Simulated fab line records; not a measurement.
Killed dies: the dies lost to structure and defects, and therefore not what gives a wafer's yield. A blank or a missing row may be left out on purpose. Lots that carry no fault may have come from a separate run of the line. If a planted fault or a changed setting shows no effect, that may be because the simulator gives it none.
fab line records	flow n5Finfet
record lots=7	wafers=21
route steps=1938 shown ZERO_LAYER@9 WELL_APT@25 FIN_CUT@169 DUMMY_GATE@224 SD_EPI_N@267
startH: hours from the record's opening day to when the first of the lot's shown wafers began	waitH: hours elapsed since this lot's preceding step	" unchanged from the row above	L1.1+2: several wafers, shown together as one row	- no value, or no start given	* or withheld: withheld	< > ~ a bound
route shown NAME@n: NAME is a module with steps in the file, n the number in the route of the first one	usual: mean/standard deviation of fault-free wafers	same: alike in all rows	chamber/n: place in a boat	sites: the reading at each site	_std_site: how widely they spread, as a standard deviation	_edge_site: outer sites' mean less inner sites'	radiusMm: how far each site lies from the wafer's centre	mask NAME#n: copy n	behind: the last tool/chamber to shape the wafer	hold: why the lot went on hold/how many hours it stayed there/how the hold came to an end	device: the transistor (n, p or np) that didn't switch	end of line: the same wafers' tests at the end of the route	a step with no rows: only its recipe	killed: not the wafer's yield, but the dies lost to structure and defects at the first sort	map: a wafer's dies, marking killed ones x, the rest . and places with no die _
set.NAME: the run value of the setting; set.NAME@STEP: its run value at that earlier step	model.NAME: the simulator's own value behind a step, which no gauge read
lots whose settings were changed on purpose; a table a step, a row a wafer
## steps
# step N5_ZERO_LAYER_EXPOSE_08
# recipe maskId=ZERO	na=0.55	sourceShape=conventional	sigmaOuter=0.8	polarization=unpolarized	defocusNm=0	targetCdNm=2000	doseMj=16.2
lot.wafer	tool	chamber	startH	waitH	mask	set.doseMj
L074.2+5	krfScanner-02	0	12.47	-	ZERO#0	16.2
L074.6	"	0	"	"	ZERO#0	15.26
L076.2+3+5	krfScanner-02	0	24.60	-	ZERO#0	16.2
L082.1	krfScanner-02	0	60.49	-	ZERO#0	16.2
L082.3+6	"	0	"	"	ZERO#0	15.37
L083.1+2+6	krfScanner-01	0	66.63	-	ZERO#0	16.2
L084.1+5	krfScanner-02	0	72.61	-	ZERO#0	17.29
L084.6	"	0	"	"	ZERO#0	16.2
L085.2	krfScanner-02	0	78.49	-	ZERO#0	16.2
L085.3+6	"	0	"	"	ZERO#0	17.26
L086.1+2	krfScanner-01	0	84.59	-	ZERO#0	16.76
L086.3	"	0	"	"	ZERO#0	16.2
# step N5_ZERO_LAYER_DEVELOP_10
# recipe developTimeS=60	rinseLiquid=diw	dry=airSpin	devTempC=21
lot.wafer	tool	chamber	startH	waitH	set.developTimeS
L074.2+5+6	lithoTrack-01	0	-	-	60
L076.2	lithoTrack-03	0	-	-	71.7
L076.3+5	"	0	"	"	60
L082.1+3+6	lithoTrack-01	0	-	-	60
L083.1+2+6	lithoTrack-02	0	-	-	60
L084.1+5+6	lithoTrack-01	0	-	-	60
L085.2+3+6	lithoTrack-02	0	-	-	60
L086.1+2	lithoTrack-03	0	-	-	60
L086.3	"	0	"	"	71.12
# step N5_ZERO_LAYER_HARDBAKE_23
# recipe tempC=130	timeS=120
# step N5_ZERO_LAYER_CD_MEAS_11
# recipe targetCdNm=2000	landingEnergyEv=500	detector=seInlens
# usual cdNm=1999.9/1.7
lot.wafer	tool	chamber	startH	waitH	set.doseMj@ZERO_LAYER_EXPOSE_08	cdNm
L074.2	cdSem-03	0	12.64	-	16.2	1999.0
L074.5	"	0	"	"	16.2	2000.9
L074.6	"	0	"	"	15.26	1989.5
L076.2	cdSem-01	0	24.77	-	16.2	2004.9
L076.3	"	0	"	"	16.2	2000.0
L076.5	"	0	"	"	16.2	2001.6
L082.1	cdSem-02	0	60.67	-	16.2	1999.5
L082.3	"	0	"	"	15.37	1987.7
L082.6	"	0	"	"	15.37	1989.2
L083.1	cdSem-02	0	66.81	-	16.2	1999.8
L083.2	"	0	"	"	16.2	1999.7
L083.6	"	0	"	"	16.2	1998.3
L084.1	cdSem-01	0	72.79	-	17.29	2012.5
L084.5	"	0	"	"	17.29	2010.4
L084.6	"	0	"	"	16.2	1998.8
L085.2	cdSem-01	0	78.67	-	16.2	1999.4
L085.3	"	0	"	"	17.26	2010.3
L085.6	"	0	"	"	17.26	2010.5
L086.1	cdSem-01	0	84.77	-	16.76	2006.7
L086.2	"	0	"	"	16.76	2006.9
L086.3	"	0	"	"	16.2	2003.7
# step N5_ZERO_LAYER_DESCUM_16
# recipe chemistry=O2	timeS=7.9	sourcePowerW=50	biasPowerW=20	pressureMtorr=20	rfFrequencyHz=2.712e+07	tempC=40	o2FlowSccm=225
lot.wafer	tool	chamber	startH	waitH	set.doseMj@ZERO_LAYER_EXPOSE_08	model.ZERO_LAYER.cdNm
L074.2	rieDiel-03	3	12.68	0.0	16.2	1999
L074.5	"	3	"	"	16.2	2001
L074.6	"	2	"	"	15.26	1990
L076.2	rieDiel-06	0	24.81	0.0	16.2	2005
L076.3	"	2	"	"	16.2	2000
L076.5	"	1	"	"	16.2	2002
L082.1	rieDiel-06	3	60.73	0.1	16.2	1999
L082.3	"	1	"	"	15.37	1988
L082.6	"	3	"	"	15.37	1989
L083.1+2	rieDiel-06	0,2	66.85	0.0	16.2	2000
L083.6	"	0	"	"	16.2	1998
L084.1	rieDiel-06	3	72.83	0.0	17.29	2013
L084.5	"	1	"	"	17.29	2010
L084.6	"	0	"	"	16.2	1999
L085.2	rieDiel-05	2	78.82	0.2	16.2	1999
L085.3+6	"	0,3	"	"	17.26	2010
L086.1+2	rieDiel-05	0,3	84.81	0.0	16.76	2007
L086.3	"	2	"	"	16.2	2003
# step N5_WELL_APT_PEB_06
# recipe pebTempC=130	pebTimeS=90
lot.wafer	tool	chamber	startH	waitH	set.pebTempC
L074.2+6	lithoTrack-04	0	13.57	0.0	131.6
L074.5	"	0	"	"	130
L076.2+5	lithoTrack-01	0	25.57	0.0	129
L076.3	"	0	"	"	130
L082.1+3+6	lithoTrack-01	0	61.49	0.1	132.5
L083.1+2+6	lithoTrack-05	0	67.61	0.1	130
L084.1+6	lithoTrack-05	0	73.59	0.1	131.9
L084.5	"	0	"	"	130
L085.2+6	lithoTrack-01	0	79.71	0.0	127.1
L085.3	"	0	"	"	130
L086.1	lithoTrack-01	0	85.57	0.1	130
L086.2+3	"	0	"	"	132.9
# step N5_WELL_APT_DEVELOP_07
# recipe developTimeS=45	rinseLiquid=surfactantRinse	dry=airSpin	devTempC=21
lot.wafer	tool	chamber	startH	waitH	set.developTimeS
L074.2+6	lithoTrack-04	0	-	-	37.05
L074.5	"	0	"	"	45
L076.2	lithoTrack-01	0	-	-	45
L076.3+5	"	0	"	"	42.24
L082.1	lithoTrack-01	0	-	-	53.54
L082.3+6	"	0	"	"	45
L083.1+2+6	lithoTrack-05	0	-	-	45
L084.1+5+6	lithoTrack-05	0	-	-	45
L085.2+3	lithoTrack-01	0	-	-	45
L085.6	"	0	"	"	51.76
L086.1+3	lithoTrack-01	0	-	-	49.86
L086.2	"	0	"	"	45
# step N5_WELL_APT_HARDBAKE_12
# recipe tempC=130	timeS=120
# step N5_WELL_APT_CD_MEAS_08
# recipe targetCdNm=200	landingEnergyEv=500	detector=seInlens
# usual cdNm=199.5/1.5
lot.wafer	tool	chamber	startH	waitH	set.pebTempC@WELL_APT_PEB_06	cdNm
L074.2	cdSem-03	0	13.68	-	131.6	206.8
L074.5	"	0	"	"	130	200.3
L074.6	"	0	"	"	131.6	206.6
L076.2	cdSem-01	0	25.69	-	129	193.3
L076.3	"	0	"	"	130	196.6
L076.5	"	0	"	"	129	192.9
L082.1	cdSem-03	0	61.61	-	132.5	210.9
L082.3	"	0	"	"	132.5	212.6
L082.6	"	0	"	"	132.5	212.5
L083.1	cdSem-02	0	67.72	-	130	199.0
L083.2	"	0	"	"	130	197.9
L083.6	"	0	"	"	130	195.9
L084.1	cdSem-03	0	73.70	-	131.9	208.1
L084.5	"	0	"	"	130	198.7
L084.6	"	0	"	"	131.9	206.8
L085.2	cdSem-03	0	79.82	-	127.1	186.3
L085.3	"	0	"	"	130	201.6
L085.6	"	0	"	"	127.1	185.2
L086.1	cdSem-03	0	85.68	-	130	200.0
L086.2	"	0	"	"	132.9	210.3
L086.3	"	0	"	"	132.9	213.1
# step N5_WELL_APT_DESCUM_13
# recipe chemistry=O2	timeS=7.9	sourcePowerW=50	biasPowerW=20	pressureMtorr=20	rfFrequencyHz=2.712e+07	tempC=40	o2FlowSccm=225
lot.wafer	tool	chamber	startH	waitH	set.pebTempC@WELL_APT_PEB_06	model.WELL_APT.cdNm
L074.2	rieDiel-04	3	13.77	0.0	131.6	206.6
L074.5	"	0	"	"	130	200.5
L074.6	"	3	"	"	131.6	206.3
L076.2	rieDiel-01	3	25.77	0.0	129	193.4
L076.3	"	2	"	"	130	196.4
L076.5	"	1	"	"	129	193.1
L082.1	rieDiel-01	0	61.81	0.2	132.5	210.5
L082.3+6	"	1,0	"	"	132.5	212.4
L083.1	rieDiel-02	1	67.81	0.0	130	199.3
L083.2	"	0	"	"	130	198.1
L083.6	"	1	"	"	130	196
L084.1	rieDiel-04	0	73.79	0.0	131.9	208.1
L084.5	"	2	"	"	130	198.6
L084.6	"	1	"	"	131.9	207.3
L085.2	rieDiel-02	2	79.91	0.0	127.1	185.9
L085.3	"	0	"	"	130	201.9
L085.6	"	0	"	"	127.1	185.2
L086.1	rieDiel-04	2	85.79	0.1	130	199.9
L086.2	"	0	"	"	132.9	210.4
L086.3	"	1	"	"	132.9	213.1
# step N5_FIN_CUT_ETCH_21
# recipe chemistry=N2/H2	target=SOC	targetDepthA=2190	overetchA=438	maskMaterial=SiARC	tempC=40	ionEnergyEv=100	biasW=61	timeS=523.5	pressureMtorr=30	sourceW=850	n2FlowSccm=200	h2FlowSccm=200
lot.wafer	tool	chamber	startH	waitH	set.timeS	model.SiARC_of_FIN_CUT_COAT_19.thkNm	model.FIN_CUT.cdOffsetNm
L074.2	rieDiel-05	3	27.02	0.0	630.4	10.2	1.4
L074.5	"	2	"	"	523.5	11.4	0.6
L074.6	"	1	"	"	523.5	12.2	-0.6
L076.2	rieDiel-05	1	40.06	0.0	523.5	12.2	-0.6
L076.3	"	2	"	"	640.9	9.8	1.8
L076.5	"	1	"	"	523.5	12.2	-0.8
L082.1	rieDiel-03	3	76.05	0.0	612.4	10.4	1.2
L082.3	"	2	"	"	612.4	10.6	1.4
L082.6	"	1	"	"	523.5	12	0.4
L083.1	rieDiel-03	0	80.69	0.0	523.5	12.2	0
L083.2	"	2	"	"	523.5	12	0.6
L083.6	"	2	"	"	523.5	12.2	0.2
L084.1	rieDiel-05	0	86.95	0.0	523.5	12.2	-0.8
L084.5	"	3	"	"	523.5	12	0
L084.6	"	0	"	"	523.5	12	-0.6
L085.2	rieDiel-05	2	93.12	0.0	523.5	11.6	-0.2
L085.3	"	3	"	"	589.2	10.8	0.2
L085.6	"	2	"	"	589.2	10.6	0.8
L086.1	rieDiel-06	1	101.36	0.0	592	10.8	1.2
L086.2	"	3	"	"	592	10.8	0.4
L086.3	"	2	"	"	523.5	12	-0.2
# step N5_FIN_CUT_CUT_ETCH_26
# recipe chemistry=CH3F/O2	target=SiNx	targetDepthA=390	maskMaterial=SOC	timeS=55.7	pressureMtorr=30	sourceW=395	biasW=73	Ar_flow_sccm=150	CH3F_flow_sccm=30	O2_flow_sccm=20	ionEnergyEv=120
lot.wafer	tool	chamber	startH	waitH	set.sourceW
L074.2+5	rieDiel-05	3,2	27.36	0.0	395
L074.6	"	1	"	"	371.5
L076.2+3+5	rieDiel-05	1,2,1	40.40	0.0	395
L082.1+6	rieDiel-03	3,1	76.40	0.0	395
L082.3	"	2	"	"	357.4
L083.1+2+6	rieDiel-03	0,2,2	81.03	0.0	395
L084.1+5+6	rieDiel-05	0,3,0	87.30	0.0	343.8
L085.2+3+6	rieDiel-05	2,3,2	93.64	0.0	395
L086.1+2+3	rieDiel-06	1,3,2	101.70	0.0	369.4
# step N5_FIN_CUT_CUT_ETCH_27
# recipe chemistry=CHF3/O2	target=SiO2	targetDepthA=40	maskMaterial=SOC	overetchA=20	timeS=4.9	pressureMtorr=30	sourceW=650	biasW=170	Ar_flow_sccm=200	CHF3_flow_sccm=50	O2_flow_sccm=5	ionEnergyEv=200
lot.wafer	tool	chamber	startH	waitH	set.timeS@FIN_CUT_ETCH_21	model.FIN_CUT.cdOffsetNm
L074.2	rieDiel-05	3	27.41	0.0	630.4	1.4
L074.5	"	2	"	"	523.5	0.4
L074.6	"	1	"	"	523.5	-0.6
L076.2	rieDiel-05	1	40.45	0.0	523.5	-0.6
L076.3	"	2	"	"	640.9	1.6
L076.5	"	1	"	"	523.5	-0.8
L082.1	rieDiel-03	3	76.44	0.0	612.4	1.2
L082.3	"	2	"	"	612.4	1.4
L082.6	"	1	"	"	523.5	0.4
L083.1	rieDiel-03	0	81.08	0.0	523.5	0.2
L083.2	"	2	"	"	523.5	0.6
L083.6	"	2	"	"	523.5	0
L084.1	rieDiel-05	0	87.34	0.0	523.5	-0.8
L084.5	"	3	"	"	523.5	-0.4
L084.6	"	0	"	"	523.5	-0.6
L085.2	rieDiel-05	2	93.71	0.0	523.5	-0.2
L085.3	"	3	"	"	589.2	0
L085.6	"	2	"	"	589.2	0.6
L086.1	rieDiel-06	1	101.75	0.0	592	1.2
L086.2	"	3	"	"	592	0.2
L086.3	"	2	"	"	523.5	-0.2
# step N5_FIN_CUT_PRECLEAN_35
# recipe timeS=13.3	tempC=45	pressureTorr=125	pHfTorr=3	pCoreactantTorr=25	chemistry=vHF
# step N5_FIN_CUT_CUT_ETCH_15
# recipe chemistry=HBr/Cl2/O2	target=Si	targetDepthA=1000	btTimeS=10	maskMaterial=SOC	timeS=42.4	ionEnergyEv=*	biasW=*	pressureMtorr=10	icpW=800	HBr_flow_sccm=150	Cl2_flow_sccm=80	O2_flow_sccm=12
lot.wafer	tool	chamber	startH	waitH	set.timeS@FIN_CUT_ETCH_21	model.FIN_CUT.cdOffsetNm
L074.2	rieSi-01	0	27.56	0.1	630.4	1.4
L074.5	"	2	"	"	523.5	0.6
L074.6	"	0	"	"	523.5	-0.6
L076.2+5	rieSi-01	3,0	40.59	0.1	523.5	-0.8
L076.3	"	1	"	"	640.9	1.6
L082.1	rieSi-06	3	76.59	0.1	612.4	1.2
L082.3	"	2	"	"	612.4	1.4
L082.6	"	3	"	"	523.5	0.4
L083.1+6	rieSi-06	0,2	81.24	0.1	523.5	-0.4
L083.2	"	2	"	"	523.5	0
L084.1+6	rieSi-02	0,1	87.50	0.1	523.5	-0.6
L084.5	"	0	"	"	523.5	-0.2
L085.2	rieSi-01	0	93.88	0.1	523.5	0
L085.3	"	1	"	"	589.2	0.6
L085.6	"	3	"	"	589.2	0.8
L086.1	rieSi-06	0	102.22	0.1	592	1
L086.2	"	1	"	"	592	0
L086.3	"	2	"	"	523.5	-0.4
# step N5_FIN_CUT_CUT_ETCH_28
# recipe chemistry=HBr/Cl2/O2	target=Si	targetDepthA=60	maskMaterial=SOC	timeS=2.4	ionEnergyEv=*	biasW=*	pressureMtorr=10	icpW=800	HBr_flow_sccm=150	Cl2_flow_sccm=80	O2_flow_sccm=12
lot.wafer	tool	chamber	startH	waitH	set.timeS@FIN_CUT_ETCH_21	model.FIN_CUT.cdOffsetNm
L074.2	rieSi-01	0	27.61	0.0	630.4	1.6
L074.5	"	2	"	"	523.5	0.6
L074.6	"	0	"	"	523.5	-0.4
L076.2+5	rieSi-01	3,0	40.65	0.0	523.5	-0.8
L076.3	"	1	"	"	640.9	1.6
L082.1	rieSi-06	3	76.64	0.0	612.4	1.2
L082.3	"	2	"	"	612.4	1.4
L082.6	"	3	"	"	523.5	0.4
L083.1+6	rieSi-06	0,2	81.29	0.0	523.5	-0.4
L083.2	"	2	"	"	523.5	0
L084.1	rieSi-02	0	87.55	0.0	523.5	-0.8
L084.5	"	0	"	"	523.5	-0.4
L084.6	"	1	"	"	523.5	-0.6
L085.2	rieSi-01	0	93.94	0.0	523.5	0
L085.3	"	1	"	"	589.2	0.6
L085.6	"	3	"	"	589.2	0.8
L086.1	rieSi-06	0	102.27	0.0	592	1
L086.2	"	1	"	"	592	0
L086.3	"	2	"	"	523.5	-0.4
# step N5_DUMMY_GATE_COAT_28
# recipe resist=underlayer	tempC=205	timeS=60	spinRpm=1500	resistThkNm=10
lot.wafer	tool	chamber	startH	waitH	set.spinRpm	model.underlayer_of_DUMMY_GATE_COAT_28.thkNm
L074.2	lithoTrack-03	0	-	-	1343	10.6
L074.5+6	"	0	"	"	1500	10
L076.2+5	lithoTrack-02	0	-	-	1669	9.4
L076.3	"	0	"	"	1500	10
L082.1+3	lithoTrack-01	0	-	-	1500	10
L082.6	"	0	"	"	1433	10.2
L083.1+2+6	lithoTrack-02	0	-	-	1500	10
L084.1+6	lithoTrack-02	0	-	-	1543	9.8
L084.5	"	0	"	"	1500	10
L085.2	lithoTrack-03	0	-	-	1444	10.2
L085.3+6	"	0	"	"	1500	10
L086.1+2+3	lithoTrack-03	0	-	-	1500	10
# step N5_DUMMY_GATE_COAT_09
# recipe resist=CAR-EUV	spinRpm=1500	resistThkNm=30
lot.wafer	tool	chamber	startH	waitH	set.spinRpm	model.CAR-EUV_of_DUMMY_GATE_COAT_09.thkNm
L074.2	lithoTrack-03	0	-	-	1500	30
L074.5	"	0	"	"	1500	29.8
L074.6	"	0	"	"	1594	29.2
L076.2	lithoTrack-02	0	-	-	1500	30.2
L076.3	"	0	"	"	1500	30
L076.5	"	0	"	"	1631	28.8
L082.1	lithoTrack-01	0	-	-	1500	30
L082.3+6	"	0	"	"	1547	29.6
L083.1+6	lithoTrack-02	0	-	-	1500	30
L083.2	"	0	"	"	1500	30.2
L084.1+6	lithoTrack-02	0	-	-	1451	30.4
L084.5	"	0	"	"	1500	30
L085.2	lithoTrack-03	0	-	-	1582	29.2
L085.3	"	0	"	"	1582	29.4
L085.6	"	0	"	"	1500	30
L086.1	lithoTrack-03	0	-	-	1500	30.2
L086.2+3	"	0	"	"	1652	28.6
# step N5_DUMMY_GATE_EBR_11
# recipe solvent=PGMEA	ebrWidthMm=1.5
# step N5_DUMMY_GATE_SOFTBAKE_10
# recipe tempC=110	timeS=60	resist=CAR-EUV
# step N5_DUMMY_GATE_DESCUM_20
# recipe chemistry=O2	timeS=6.2	sourcePowerW=50	biasPowerW=20	pressureMtorr=20	rfFrequencyHz=2.712e+07	tempC=40	resist=CAR-EUV	o2FlowSccm=225
lot.wafer	tool	chamber	startH	waitH	set.spinRpm@DUMMY_GATE_COAT_09	model.CAR-EUV_of_DUMMY_GATE_COAT_09.thkNm
L074.2+5	rieDiel-03	1,3	45.15	0.0	1500	26.4
L074.6	"	2	"	"	1594	25.6
L076.2	rieDiel-06	2	60.52	0.1	1500	26.6
L076.3	"	1	"	"	1500	26.4
L076.5	"	2	"	"	1631	25.2
L082.1	rieDiel-06	2	94.27	0.0	1500	26.6
L082.3+6	"	1,2	"	"	1547	26
L083.1+2+6	rieDiel-03	3,2,0	98.88	0.0	1500	26.6
L084.1+6	rieDiel-05	0,1	108.00	0.0	1451	27
L084.5	"	0	"	"	1500	26.4
L085.2+3	rieDiel-05	3,2	112.48	0.0	1582	25.8
L085.6	"	2	"	"	1500	26.4
L086.1	rieDiel-05	3	120.78	0.0	1500	26.6
L086.2+3	"	2,1	"	"	1652	25
# step N5_SD_EPI_N_EXPOSE_06
# recipe maskId=SD_N_BLK	na=1.35	sourceShape=conventional	sigmaOuter=0.8	polarization=unpolarized	targetCdNm=120	doseMj=39.75
lot.wafer	tool	chamber	startH	waitH	mask	set.doseMj
L074.2+5	arfiScanner-01	0	47.32	-	SD_N_BLK#0	36.86
L074.6	"	0	"	"	SD_N_BLK#0	39.75
L076.2+3	arfiScanner-01	0	63.05	-	SD_N_BLK#0	38.46
L076.5	"	0	"	"	SD_N_BLK#0	39.75
L082.1+3+6	arfiScanner-03	0	96.61	-	SD_N_BLK#0	39.75
L083.1+2+6	arfiScanner-01	0	103.11	-	SD_N_BLK#0	39.75
L084.1+5	arfiScanner-02	0	110.04	-	SD_N_BLK#0	39.75
L084.6	"	0	"	"	SD_N_BLK#0	38.5
L085.2+6	arfiScanner-03	0	115.05	-	SD_N_BLK#0	40.72
L085.3	"	0	"	"	SD_N_BLK#0	39.75
L086.1+3	arfiScanner-03	0	122.68	-	SD_N_BLK#0	39.75
L086.2	"	0	"	"	SD_N_BLK#0	38.51
## key
split step=N5_ZERO_LAYER_EXPOSE_08	setting=doseMj	stated=16.2	by=wafer
response step=N5_ZERO_LAYER_CD_MEAS_11	reading=cdNm	change=+1.79	per=1%	r=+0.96
response step=N5_ZERO_LAYER_DESCUM_16	reading=model.ZERO_LAYER.cdNm	change=+1.75	per=1%	r=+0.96
split step=N5_ZERO_LAYER_DEVELOP_10	setting=developTimeS	stated=60	by=wafer
response none clear
split step=N5_WELL_APT_PEB_06	setting=pebTempC	stated=130	by=wafer
response step=N5_WELL_APT_CD_MEAS_08	reading=cdNm	change=+5.98	per=1%	r=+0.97
response step=N5_WELL_APT_DESCUM_13	reading=model.WELL_APT.cdNm	change=+6.06	per=1%	r=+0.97
split step=N5_WELL_APT_DEVELOP_07	setting=developTimeS	stated=45	by=wafer
response none clear
split step=N5_FIN_CUT_ETCH_21	setting=timeS	stated=523.5	by=wafer
response step=N5_FIN_CUT_ETCH_21	reading=model.SiARC_of_FIN_CUT_COAT_19.thkNm	change=-0.0904	per=1%	r=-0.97
response step=N5_FIN_CUT_ETCH_21	reading=model.FIN_CUT.cdOffsetNm	change=+0.0792	per=1%	r=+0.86
response step=N5_FIN_CUT_CUT_ETCH_27	reading=model.FIN_CUT.cdOffsetNm	change=+0.0752	per=1%	r=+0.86
response step=N5_FIN_CUT_CUT_ETCH_15	reading=model.FIN_CUT.cdOffsetNm	change=+0.0769	per=1%	r=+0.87
response step=N5_FIN_CUT_CUT_ETCH_28	reading=model.FIN_CUT.cdOffsetNm	change=+0.0783	per=1%	r=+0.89
split step=N5_FIN_CUT_CUT_ETCH_26	setting=sourceW	stated=395	by=wafer
response none clear
split step=N5_DUMMY_GATE_COAT_28	setting=spinRpm	stated=1500	by=wafer
response step=N5_DUMMY_GATE_COAT_28	reading=model.underlayer_of_DUMMY_GATE_COAT_28.thkNm	change=-0.0548	per=1%	r=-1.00
split step=N5_DUMMY_GATE_COAT_09	setting=spinRpm	stated=1500	by=wafer
response step=N5_DUMMY_GATE_COAT_09	reading=model.CAR-EUV_of_DUMMY_GATE_COAT_09.thkNm	change=-0.143	per=1%	r=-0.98
response step=N5_DUMMY_GATE_DESCUM_20	reading=model.CAR-EUV_of_DUMMY_GATE_COAT_09.thkNm	change=-0.148	per=1%	r=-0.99
split step=N5_SD_EPI_N_EXPOSE_06	setting=doseMj	stated=39.75	by=wafer
response none in this file
